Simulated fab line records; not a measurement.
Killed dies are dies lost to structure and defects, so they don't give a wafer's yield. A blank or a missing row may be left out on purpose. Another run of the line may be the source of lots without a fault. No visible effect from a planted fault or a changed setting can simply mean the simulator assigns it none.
Matching of chambers    flow n5-finfet    4 sister chambers for N5_HKMG_FIN_ALD_74 on ald-hk-01
The step deposits La2O3, target thk 0.5 nm, pulse time 6 s, co reactant pulse time 1 s. 4 wafers are shown with their chamber, then 10 later ones without.

WAFERS WITH THEIR CHAMBER
wafer   chamber  heater-power-w (W)
L086.3  0        321
L086.5  1        306
L089.2  3        381
L089.4  2        438

WAFERS MISSING THEIR CHAMBER
wafer   heater-power-w (W)
L089.6  429
L092.1  437
L092.4  309
L092.6  377
L093.1  376
L093.5  368
L093.6  324
L096.2  382
L096.3  326
L096.4  443

WHICH CHAMBER EACH WENT THROUGH
wafer   from the rows above      in truth
L089.6  2                        2
L092.1  2                        2
L092.4  can't be placed: 1 or 0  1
L092.6  3                        3
L093.1  3                        3
L093.5  3                        3
L093.6  0                        0
L096.2  3                        3
L096.3  0                        0
L096.4  2                        2
9 of 10 placed correctly. Cannot be placed on the basis of these rows: 1; the candidates contain the true chamber in 1. Placed wrongly: 0.
How it was worked out, from the rows above alone: a wafer's distance from a chamber is the root of the sum, over the readings, of the square of ((its reading less the chamber's mean) divided by the reading's scatter). If the next closest chamber is less than 2 further off than the closest, the wafer can't be placed; otherwise it belongs to the closest. The mean given for a chamber averages the wafers shown for that chamber. The scatter: root of mean squared gap, hidden wafer to nearest shown wafer, with one shown wafer a chamber.
